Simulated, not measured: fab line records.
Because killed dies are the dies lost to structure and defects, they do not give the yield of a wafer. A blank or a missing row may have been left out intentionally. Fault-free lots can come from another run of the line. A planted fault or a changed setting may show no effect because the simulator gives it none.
fab line records + flow n5-finfet
record:
- lots: 4
- wafers: 12
- last-day: 16
route steps=1938 shown BEOL_M5@1188 BEOL_M6@1194 PASSIVATION@1936
lots that met no fault: taken from a fault-free run of the same line
start-h: the number of hours between the record's first day and the start of the first shown wafer of the lot + wait-h: hours since the lot's step before + " identical to the entry in the row above + L1.1+2: a row that stands for several wafers + - no value, or no start was given + * or withheld: withheld + < > ~ a bound
route shown NAME@n: a module of which the file shows steps, and the number in the route of the first + usual: mean/standard deviation taken from wafers without a fault + same: alike in all rows + chamber/n: place in a boat + sites: each site's reading + _std_site: standard deviation across them + _edge_site: mean of outer sites minus mean of inner sites + radius-mm: for every site, how far away it sits from the centre of the wafer + mask NAME#n: copy n + behind: tool/chamber where the wafer was last shaped + hold: what put the lot on hold/how long, in hours/how the hold closed + device: the n, p or np transistor that did not switch + end of line: the route-end tests of the same wafers + a step given without rows: its recipe and nothing more + killed: dies that structure and defects cost at the first sort, which is not the same as the wafer's yield + map: a wafer's dies, x killed, . not, _ none there
set.NAME: the setting that was run; set.NAME@STEP: the one run at that earlier step + model.NAME: the simulator's own value behind a step, which no gauge read
certain route steps with their lots: each step a table, each wafer a row
services: a tool's chamber out of use, with start hour (start-h, from the record's first day; less than 0 if before it), hours out, and reason
== steps ==
step: N5_BEOL_M5_PRE_CLEAN_77
recipe:
- gas: NH3/H2
- time-s: 15
- temp-c: *
- rf-power-w: 300
step: N5_BEOL_M5_CO_CAP_78
recipe:
- material: Co
- target-thk-a: 20
- temp-c: 200
- precursor: CCTBA/H2
- pressure-torr: 30
- time-s: 102.1
step: N5_BEOL_M5_PRE_CLEAN_55
recipe:
- gas: NH3
- time-s: 15
- temp-c: withheld
- rf-power-w: 300
step: N5_BEOL_M5_DEP_56
recipe:
- material: SiCN
- target-thk-a: 80
- temp-c: withheld
- precursor: 3MS/NH3
- pressure-torr: 3
- rf-w: 202
- time-s: 14
step: N5_BEOL_M6_ILD_DEP_00
recipe:
- material: SiCOH_lowk
- target-thk-a: 1797.5
- temp-c: 300
- precursor: DEMS/porogen
- pressure-torr: 5
- rf-w: 500
- time-s: 33.4
step: N5_BEOL_M6_CURE_74
recipe:
- temp-c: 385
- time-s: 240
- ambient: He/Ar
- material: SiCOH_lowk
step: N5_BEOL_M6_PECVD_70
recipe:
- material: SiO2
- target-thk-a: 200
- temp-c: 400
- precursor: TEOS/O2
- pressure-torr: 5.5
- rf-w: 450
- teos-flow-sccm: 53.8
- gas: O2
- flow-sccm: 3000
- time-s: 22.7
step: N5_BEOL_M6_HM_DEP_02
recipe:
- material: TiN
- target-thk-a: 200
- temp-c: 25
- chamber-pressure-pa: 0.49996
step: N5_BEOL_M6_COAT_59
recipe:
- resist: SOC
- temp-c: 250
- time-s: 60
- spin-rpm: 1500
- resist-thk-nm: 100
usual:
- exhaust-pa: 44.9/0.83
- spin-speed-rpm: 1500.1/0.99
| lot.wafer | tool           | chamber | start-h | wait-h | exhaust-pa | spin-speed-rpm | model.SOC_of_BEOL_M6_COAT_59.thk-nm |
|-----------|----------------|---------|---------|--------|------------|----------------|-------------------------------------|
| L780.3    | litho-track-01 | 0       | 258.80  | 0.1    | 44.7       | 1498.1         | 99.8                                |
| L780.4    | "              | 0       | "       | "      | 44.8       | 1500.7         | 99.8                                |
| L780.5    | "              | 0       | "       | "      | 44.6       | 1500.5         | 100                                 |
| L784.1    | litho-track-01 | 0       | 270.96  | 0.1    | 45.4       | 1570.6         | 97.8                                |
| L784.3    | "              | 0       | "       | "      | 44.2       | 1568.5         | 97.6                                |
| L784.6    | "              | 0       | "       | "      | 44.2       | 1568.8         | 97.6                                |
| L786.1    | litho-track-02 | 0       | 292.51  | 0.1    | 43.0       | 1500.8         | 100.2                               |
| L786.4    | "              | 0       | "       | "      | 44.3       | 1500.0         | 100.4                               |
| L786.5    | "              | 0       | "       | "      | 43.0       | 1500.3         | 100                                 |
| L788.3    | litho-track-01 | 0       | 296.64  | 0.1    | 44.7       | 1569.6         | 98.2                                |
| L788.4    | "              | 0       | "       | "      | 44.5       | 1567.7         | 98                                  |
| L788.6    | "              | 0       | "       | "      | 44.5       | 1569.2         | 98                                  |
step: N5_BEOL_M6_COAT_60
recipe:
- resist: SiARC
- temp-c: 220
- time-s: 60
- spin-rpm: 1500
- resist-thk-nm: 35
step: N5_BEOL_M6_COAT_05
recipe:
- resist: CAR-ArF
- spin-rpm: 1500
- resist-thk-nm: 90
step: N5_BEOL_M6_EBR_07
recipe:
- solvent: PGMEA
- ebr-width-mm: 1.5
step: N5_BEOL_M6_SOFTBAKE_06
recipe:
- temp-c: 110
- time-s: 60
- resist: CAR-ArF
step: N5_BEOL_M6_EXPOSE_08
recipe:
- mask-id: M6
- na: 1.35
- source-shape: dipole
- sigma-inner: 0.817
- sigma-outer: 0.97
- polarization: te
- dose-mj: 68.25
step: N5_BEOL_M6_PEB_09
recipe:
- peb-temp-c: withheld
- peb-time-s: 60
- resist: CAR-ArF
step: N5_BEOL_M6_DEVELOP_10
recipe:
- develop-time-s: 30
- developer: TMAH
- resist: CAR-ArF
- rinse-liquid: diw
- dry: air-spin
- dev-temp-c: 23
step: N5_BEOL_M6_DESCUM_16
recipe:
- chemistry: O2
- time-s: 7.9
- source-power-w: 50
- bias-power-w: 20
- pressure-mtorr: 20
- rf-frequency-hz: 2.712e+07
- temp-c: 40
- resist: CAR-ArF
- o2-flow-sccm: 225
step: N5_BEOL_M6_ETCH_61
recipe:
- chemistry: CF4
- target: SiARC
- target-depth-a: 455
- mask-material: CAR-ArF
- time-s: 75.8
- ion-energy-ev: 80
- pressure-mtorr: 40
- source-w: 545
- bias-w: 36
- Ar_flow_sccm: 100
- cf4-flow-sccm: 100
- ends: cleared
step: N5_BEOL_M6_ETCH_62
recipe:
- chemistry: N2/H2
- target: SOC
- target-depth-a: 1100
- overetch-a: 220
- mask-material: SiARC
- temp-c: 40
- time-s: 165
- ion-energy-ev: 200
- pressure-mtorr: 30
- source-w: 840
- bias-w: 150
- n2-flow-sccm: 200
- h2-flow-sccm: 200
usual:
- drypump-motor-current-A: 5.7/0.35
- oes-product-au: 0.67/0.073
- rf-vpp-V: 524.4/2.2
- showerhead-plenum-p-Torr: 2.56/0.07
- throttle-valve-pct: 17.84/0.27
| lot.wafer | tool        | chamber | start-h | wait-h | drypump-motor-current-A | oes-product-au | rf-hours-counter-h | rf-vpp-V | showerhead-plenum-p-Torr | throttle-valve-pct | model.etch.depth-nm |
|-----------|-------------|---------|---------|--------|-------------------------|----------------|--------------------|----------|--------------------------|--------------------|---------------------|
| L780.3    | rie-diel-03 | 0       | 259.24  | 0.0    | 5.9                     | 0.62           | 208                | 526.6    | 2.62                     | 17.68              | 99.78               |
| L780.4    | "           | 2       | "       | "      | 5.0                     | 0.61           | 208                | 521.5    | 2.53                     | 17.81              | 99.86               |
| L780.5    | "           | 2       | "       | "      | 5.0                     | 0.62           | -                  | 522.2    | 2.53                     | 17.80              | 99.91               |
| L784.1    | rie-diel-01 | 0       | 271.57  | 0.0    | 5.9                     | 0.72           | 46                 | 522.6    | 2.50                     | 17.83              | 97.89               |
| L784.3    | "           | 2       | "       | "      | 5.7                     | 0.74           | 20                 | 520.4    | 2.49                     | 17.91              | 97.63               |
| L784.6    | "           | 0       | "       | "      | 5.9                     | 0.72           | -                  | 523.1    | 2.50                     | 17.82              | 97.6                |
| L786.1    | rie-diel-05 | 0       | 293.06  | 0.0    | 5.4                     | 0.61           | 227                | 526.2    | 2.62                     | 18.35              | 100.2               |
| L786.4    | "           | 3       | "       | "      | 6.5                     | 0.77           | -                  | 529.2    | 2.69                     | 17.52              | 100.3               |
| L786.5    | "           | 1       | "       | "      | 5.6                     | 0.61           | -                  | 526.5    | 2.58                     | 17.77              | 100                 |
| L788.3    | rie-diel-01 | 0       | 297.06  | 0.0    | 5.9                     | 0.70           | 58                 | 522.2    | 2.49                     | 17.84              | 98.12               |
| L788.4    | "           | 1       | "       | "      | 5.8                     | 0.57           | -                  | 523.4    | 2.50                     | 17.55              | 97.95               |
| L788.6    | "           | 2       | "       | "      | 5.7                     | 0.73           | -                  | 522.7    | 2.49                     | 17.94              | 98                  |
step: N5_BEOL_M6_STRIP_68
recipe:
- chemistry: N2/H2
- temp-c: 40
- n2-flow-sccm: 200
- h2-flow-sccm: 200
- rf-frequency-hz: 6e+07
step: N5_BEOL_M6_STRIP_67
recipe:
- chemistry: CF4
- resist: SiARC
- power-w: 300
- bias-power-w: 75
- pressure-mtorr: 50
- cf4-flow-sccm: 150
- rf-frequency-hz: 6e+07
step: N5_BEOL_M6_HM_OPEN_17
recipe:
- chemistry: Cl2/BCl3
- target-depth-a: 200
- overetch-a: 60
- target: TiN
- mask-material: SOC
- ion-energy-ev: 150
- pressure-mtorr: 10
- icp-w: 1000
- bias-w: 126
- Cl2_flow_sccm: 53.25
- bcl3-flow-sccm: 21.75
- Ar_flow_sccm: 25
usual:
- drypump-motor-current-A: 6.2/0.45
- oes-product-au: 0.67/0.099
- throttle-valve-pct: 22.03/0.14
| lot.wafer | tool         | chamber | start-h | wait-h | drypump-motor-current-A | oes-product-au | rf-hours-counter-h | throttle-valve-pct | model.SOC_of_BEOL_M6_COAT_59.thk-nm |
|-----------|--------------|---------|---------|--------|-------------------------|----------------|--------------------|--------------------|-------------------------------------|
| L780.3    | rie-metal-01 | 0       | 259.45  | 0.1    | 6.2                     | 0.53           | -                  | 22.21              | 92                                  |
| L780.4    | "            | 1       | "       | "      | 6.6                     | 0.81           | -                  | 21.89              | 92                                  |
| L780.5    | "            | 1       | "       | "      | 6.6                     | 0.81           | -                  | 21.88              | 92.2                                |
| L784.1    | rie-metal-03 | 0       | 271.76  | 0.0    | 5.4                     | 0.61           | 69                 | 22.19              | 90                                  |
| L784.3    | "            | 0       | "       | "      | 5.4                     | 0.61           | -                  | 22.15              | 89.6                                |
| L784.6    | "            | 0       | "       | "      | 5.4                     | 0.60           | -                  | 22.16              | 89.6                                |
| L786.1    | rie-metal-03 | 1       | 293.25  | 0.0    | 6.5                     | 0.68           | 33                 | 21.87              | 92.4                                |
| L786.4    | "            | 0       | "       | "      | 5.4                     | 0.59           | -                  | 22.19              | 92.2                                |
| L786.5    | "            | 0       | "       | "      | 5.4                     | 0.59           | -                  | 22.20              | 92                                  |
| L788.3    | rie-metal-03 | 1       | 297.28  | 0.1    | 6.5                     | 0.69           | -                  | 21.88              | 90.4                                |
| L788.4    | "            | 0       | "       | "      | 5.4                     | 0.59           | -                  | 22.19              | 90                                  |
| L788.6    | "            | 0       | "       | "      | 5.4                     | 0.60           | -                  | 22.18              | 90                                  |
step: N5_BEOL_M6_STRIP_19
recipe:
- chemistry: O2
- power-w: 400
- temp-c: 40
- pressure-mtorr: 30
- rf-frequency-hz: 6e+07
- bias-power-w: 0
- overash-fraction: 0.2
- o2-flow-sccm: 225
step: N5_PASSIVATION_PROBE_49
usual:
- defect-limited-yield: 90.9/1.6
- killed_at_M0_to_M3: 34/11
- killed_at_M4_up: 14/5.7
- killed-at-contacts: 13/6.5
- killed-at-front-end: 43/11
- killed-at-other: 4/3.1
- killed-dies: 107/19
- killed-on-rim: 14/3.9
- killed-open: 71/14
- killed-short: 35/7.9
- sort_bin_5_function: 5.3/1.1
- sort_bin_6_memory: 3.4/0.74
- sort-n-pass: 1073/19
- sort-yield-pct: 90.9/1.6
same:
- gross-dies: 1180
- killed-at-back-side: 0
- sort_bin_4_leakage[%]: 0
- sort_bin_8_speed[%]: 0
| lot.wafer | tool      | chamber | start-h | wait-h | defect-limited-yield[%] | killed_at_M0_to_M3 | killed_at_M4_up | killed-at-contacts | killed-at-front-end | killed-at-other | killed-dies | killed-on-rim | killed-open | killed-short | sort_bin_5_function[%] | sort_bin_6_memory[%] | sort-n-pass | sort-yield-pct[%] |
|-----------|-----------|---------|---------|--------|-------------------------|--------------------|-----------------|--------------------|---------------------|-----------------|-------------|---------------|-------------|--------------|------------------------|----------------------|-------------|-------------------|
| L784.1    | prober-02 | -       | 357.14  | 0.0    | 90.3                    | 45                 | 23              | 7                  | 35                  | 5               | 115         | 13            | 85          | 30           | 6.3                    | 3.3                  | 1065        | 90.3              |
| L784.3    | prober-02 | -       | 357.24  | 0.1    | 91.7                    | 30                 | 23              | 18                 | 24                  | 3               | 98          | 13            | 66          | 30           | 4.2                    | 3.7                  | 1082        | 91.7              |
| L784.6    | prober-02 | -       | 357.39  | 0.3    | 90.0                    | 42                 | 29              | 9                  | 36                  | 2               | 118         | 16            | 90          | 27           | 6.3                    | 3.6                  | 1062        | 90.0              |
| L788.3    | prober-02 | -       | 375.43  | 0.1    | 91.5                    | 26                 | 22              | 2                  | 40                  | 10              | 100         | 9             | 67          | 33           | 4.7                    | 3.5                  | 1080        | 91.5              |
| L788.4    | prober-02 | -       | 375.48  | 0.2    | 92.4                    | 27                 | 7               | 17                 | 34                  | 5               | 90          | 14            | 62          | 25           | 4.7                    | 2.7                  | 1090        | 92.4              |
| L788.6    | prober-02 | -       | 375.58  | 0.3    | 91.2                    | 37                 | 14              | 4                  | 43                  | 6               | 104         | 14            | 68          | 34           | 4.4                    | 4.4                  | 1076        | 91.2              |
killed by level:class
L784.1 BEOL_M4:geometric-particle:open=16 BEOL_M3:geometric-particle:open=15 DUMMY_GATE:geometric-particle:open=8 BEOL_M1:geometric-particle:open=8 FIN_SAQP:geometric-particle:short=7 MOL_CONTACT_COAG:geometric-particle:open=6 BEOL_M0_SAQP:geometric-particle:open=6 BEOL_M2:geometric-particle:open=6
L784.3 MOL_CONTACT_COAG:geometric-particle:open=14 BEOL_M4:geometric-particle:open=6 FIN_SAQP:geometric-particle:open=5 BEOL_M0_SAQP:geometric-particle:open=5 BEOL_M3:geometric-particle:open=5 MOL_CONTACT_COAG:geometric-particle:short=4 BEOL_M0_SAQP:geometric-particle:short=4 BEOL_M1:geometric-particle:short=4
L784.6 BEOL_M4:geometric-particle:open=19 FIN_SAQP:geometric-particle:open=12 BEOL_M3:geometric-particle:open=10 BEOL_M1:geometric-particle:open=9 MOL_CONTACT_COAG:geometric-particle:open=7 BEOL_M0_SAQP:geometric-particle:short=6 DUMMY_GATE:geometric-particle:open=5 BEOL_M0_SAQP:geometric-particle:open=5
L788.3 BEOL_M2:geometric-particle:open=9 STI_FIN_REVEAL:geometric-particle:open=8 BEOL_M4:geometric-particle:open=7 BEOL_M5:geometric-particle:open=7 FIN_SAQP:geometric-particle:short=5 BEOL_M0_SAQP:geometric-particle:open=5 DUMMY_GATE:geometric-particle:open=4 ILD0:geometric-particle:open=4
L788.4 MOL_CONTACT_COAG:geometric-particle:open=13 FIN_SAQP:geometric-particle:open=9 BEOL_M3:geometric-particle:open=8 BEOL_M0_SAQP:geometric-particle:short=7 BEOL_M0_SAQP:geometric-particle:open=7 FIN_SAQP:geometric-particle:short=6 STI_FIN_REVEAL:geometric-particle:open=6 DUMMY_GATE:geometric-particle:open=4
L788.6 BEOL_M3:geometric-particle:open=16 STI_FIN_REVEAL:geometric-particle:open=11 DUMMY_GATE:geometric-particle:open=7 BEOL_M3:geometric-particle:short=5 FIN_SAQP:geometric-particle:short=4 MOL_CONTACT_COAG:geometric-particle:open=4 BEOL_M4:geometric-particle:open=4 SPACER0:geometric-particle:short=3
== services ==
| tool         | chamber | start-h | hours | kind                          |
|--------------|---------|---------|-------|-------------------------------|
| rie-diel-01  | 0       | 243.88  | 4.7   | repair                        |
| rie-diel-01  | -       | 251.62  | 1.0   | repair                        |
| rie-metal-01 | 0       | 261.52  | 7.2   | repair                        |
| rie-diel-01  | 3       | 271.09  | -     | clean                         |
| rie-diel-01  | 3       | 271.09  | -     | consumable-replace:focus-ring |
| rie-diel-01  | 3       | 271.09  | 30.4  | scheduled-down                |
| rie-diel-01  | 3       | 271.09  | 30.4  | vent-cycle                    |
| rie-diel-05  | 2       | 283.91  | -     | clean                         |
| rie-diel-05  | 2       | 283.91  | -     | consumable-replace:focus-ring |
| rie-diel-05  | 2       | 283.91  | 21.9  | scheduled-down                |
| rie-diel-05  | 2       | 283.91  | 21.9  | vent-cycle                    |
| rie-diel-03  | -       | 296.94  | 2.7   | repair                        |
== key ==
first-sign:
- step: N5_BEOL_M6_COAT_59
- reading: spin-speed-rpm
- direction: up
- sigmas: 70
- usual: *
- struck: *
effect none on later readings
model-effect:
- step: N5_BEOL_M6_COAT_59
- value: SOC_of_BEOL_M6_COAT_59.thk-nm
- without: 100.1
- struck: 97.87
model-effect:
- step: N5_BEOL_M6_ETCH_62
- value: etch.depth-nm
- without: 100.1
- struck: 97.87
model-effect:
- step: N5_BEOL_M6_HM_OPEN_17
- value: SOC_of_BEOL_M6_COAT_59.thk-nm
- without: 92.17
- struck: 89.93
met-at N5_BEOL_M6_COAT_59
struck-wafers L784.1,L784.3,L784.6,L788.3,L788.4,L788.6
onset-between 258.80 270.96
fault:
- kind: process-parameter-drift
- tool: litho-track-01
- chamber: -
- onset-h: 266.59
- steps: N5_BEOL_M6_COAT_59
- channel: spin-rpm
- offset: *
- shape: step
- end-h: 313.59
- acts-in: *
- stated: *
